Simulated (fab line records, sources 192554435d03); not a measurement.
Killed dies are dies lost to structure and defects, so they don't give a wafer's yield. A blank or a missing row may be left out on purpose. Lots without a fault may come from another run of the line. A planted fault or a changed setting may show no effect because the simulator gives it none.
Chamber matching | flow n5_finfet | N5_BEOL_M11_DEP_56 on pecvd-02: 3 sister chambers
The step deposits SiCN from 3MS/NH3, target thk 30 nm, time 10.5 s. 22 wafers are shown with their chamber, then 11 later ones without.

WAFERS WITH THEIR CHAMBER
wafer  | chamber | throttle_valve_pct (%) | showerhead_plenum_p_Torr (Torr)
L077.1 | 1       | 18.4                   | 4.172
L077.3 | 0       | 17.4                   | 4.153
L077.6 | 1       | 18.3                   | 4.158
L075.2 | 2       | 17.2                   | 4.163
L075.4 | 0       | 17.5                   | 4.160
L075.6 | 1       | 18.3                   | 4.169
L080.1 | 1       | 18.0                   | 4.156
L080.3 | 0       | 17.7                   | 4.174
L080.6 | 1       | 18.4                   | 4.156
L082.1 | 1       | 18.2                   | 4.155
L082.2 | 2       | 17.2                   | 4.172
L082.4 | 0       | 17.6                   | 4.166
L084.1 | 2       | 17.0                   | 4.166
L084.2 | 1       | 18.3                   | 4.147
L084.6 | 2       | 17.1                   | 4.176
L083.1 | 2       | 17.1                   | 4.162
L083.2 | 0       | 17.7                   | 4.156
L083.4 | 0       | 17.6                   | 4.158
L086.1 | 2       | 17.0                   | 4.163
L086.3 | 0       | 17.9                   | 4.169
L086.6 | 1       | 18.2                   | 4.154
L087.1 | 0       | 17.7                   | 4.163

SIGNATURES (means of the wafers above)
reading                  | chamber 0 | chamber 1 | chamber 2 | scatter within a chamber
throttle_valve_pct       | 17.637    | 18.262    | 17.100    | 0.129
showerhead_plenum_p_Torr | 4.16237   | 4.15837   | 4.16700   | 0.00718
Rule: a wafer's distance from a chamber is the root of the sum, over the readings, of the square of ((its reading less the chamber's mean) divided by the reading's scatter). The wafer belongs to the nearest chamber; if the next one is less than 2 further off, it can't be placed. The scatter: the root of (the sum of the squares of (reading less its chamber's mean) over the shown wafers, divided by (wafers less chambers)).

WAFERS WITHOUT THEIR CHAMBER
wafer  | throttle_valve_pct (%) | showerhead_plenum_p_Torr (Torr)
L087.3 | 17.2                   | 4.176
L087.6 | 17.1                   | 4.159
L088.2 | 18.0                   | 4.149
L088.3 | 17.6                   | 4.162
L088.5 | 17.7                   | 4.160
L089.2 | 18.2                   | 4.164
L089.3 | 17.3                   | 4.165
L089.4 | 18.5                   | 4.162
L094.1 | 17.1                   | 4.173
L094.2 | 18.3                   | 4.163
L094.5 | 17.5                   | 4.148

WHICH CHAMBER EACH WENT THROUGH
wafer  | from the rows above     | in truth
L087.3 | 2                       | 2
L087.6 | 2                       | 2
L088.2 | can't be placed: 1 or 0 | 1
L088.3 | 0                       | 0
L088.5 | 0                       | 0
L089.2 | 1                       | 1
L089.3 | can't be placed: 2 or 0 | 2
L089.4 | 1                       | 1
L094.1 | 2                       | 2
L094.2 | 1                       | 1
L094.5 | can't be placed: 0 or 2 | 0
Placed correctly: 8 of 11. Can't be placed from these rows: 3 (the true chamber is among the candidates in 3). Placed wrongly: 0.
